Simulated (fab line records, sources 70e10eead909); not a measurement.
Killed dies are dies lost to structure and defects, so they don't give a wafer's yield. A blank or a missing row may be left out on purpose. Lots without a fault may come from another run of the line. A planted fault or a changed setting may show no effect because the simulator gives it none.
Which tool did it? | flow nand_harc | 12 lots, 36 wafers sampled, at 2 steps of a route of 1302

WHAT THE GAUGES READ, wafer by wafer
NHARC_P_CONTACT_OVL_MEAS_13.
lot  | measured     | on         | overlay_x_nm (nm)
L075 | day 6 06:02  | overlay-01 | -0.3 0.3 -0.5
L077 | day 7 02:01  | overlay-01 | -0.3 0.5 -0.1
L079 | day 7 23:11  | overlay-02 | 0.5 0.4 0.8
L081 | day 8 18:03  | overlay-02 | -0.4 -0.4 -0.5
L083 | day 9 10:13  | overlay-02 | 0.5 0.5 1.0
L085 | day 10 18:30 | overlay-01 | 0.7 0.8 0.7
L087 | day 11 06:49 | overlay-02 | 0.1 0.1 0.5
L088 | day 11 23:11 | overlay-02 | -0.6 -0.5 -0.4
L091 | day 13 00:10 | overlay-01 | 0.0 0.0 0.0
L093 | day 14 02:07 | overlay-01 | -0.3 0.1 -0.1
L094 | day 14 13:31 | overlay-02 | -1.1 -0.3 -0.5
L097 | day 15 13:24 | overlay-02 | 0.9 0.5 0.4

WHICH TOOL RAN EACH LOT (tool, then ch and the chambers of the sampled wafers, then the start)
lot  | NHARC_P_CONTACT_DEP_30
L075 | pecvd-03 ch 0,1,2, day 6 04:25
L077 | pecvd-03 ch 0,1,2, day 7 00:28
L079 | pecvd-01 ch 1,2, day 7 21:46
L081 | pecvd-01 ch 0,1, day 8 16:32
L083 | pecvd-01 ch 0,1,2, day 9 08:35
L085 | pecvd-03 ch 0,2, day 10 16:55
L087 | pecvd-03 ch 0,1,2, day 11 05:18
L088 | pecvd-04 ch 1,2, day 11 21:23
L091 | pecvd-04 ch 1,2, day 12 22:17
L093 | pecvd-03 ch 0,1,2, day 14 00:29
L094 | pecvd-03 ch 0,2, day 14 11:53
L097 | pecvd-04 ch 1,2, day 15 11:56
- NHARC_P_CONTACT_DEP_30: deposits SiNx, target thk 30 nm.

THE ANSWER, worked out from the rows above alone
Rule: what is usual is taken from the lots themselves. Put in order of their means at a reading, lots are off if they are a third of the lots or fewer, leave a main group of 4 or more, and stand apart from it by a gap of 3 or more times the standard deviation of the main group's means; of several such gaps the widest counts. A main group whose means are all the same, to the digits that the tables above print for the reading, isn't used. A lot without any number at a reading at which 4 lots or more have one is off too. The other lots that the step has rows for count as sound.
No lot is off at any reading shown: from this, nothing can be told.

WHAT THE SIMULATOR HAD PUT IN
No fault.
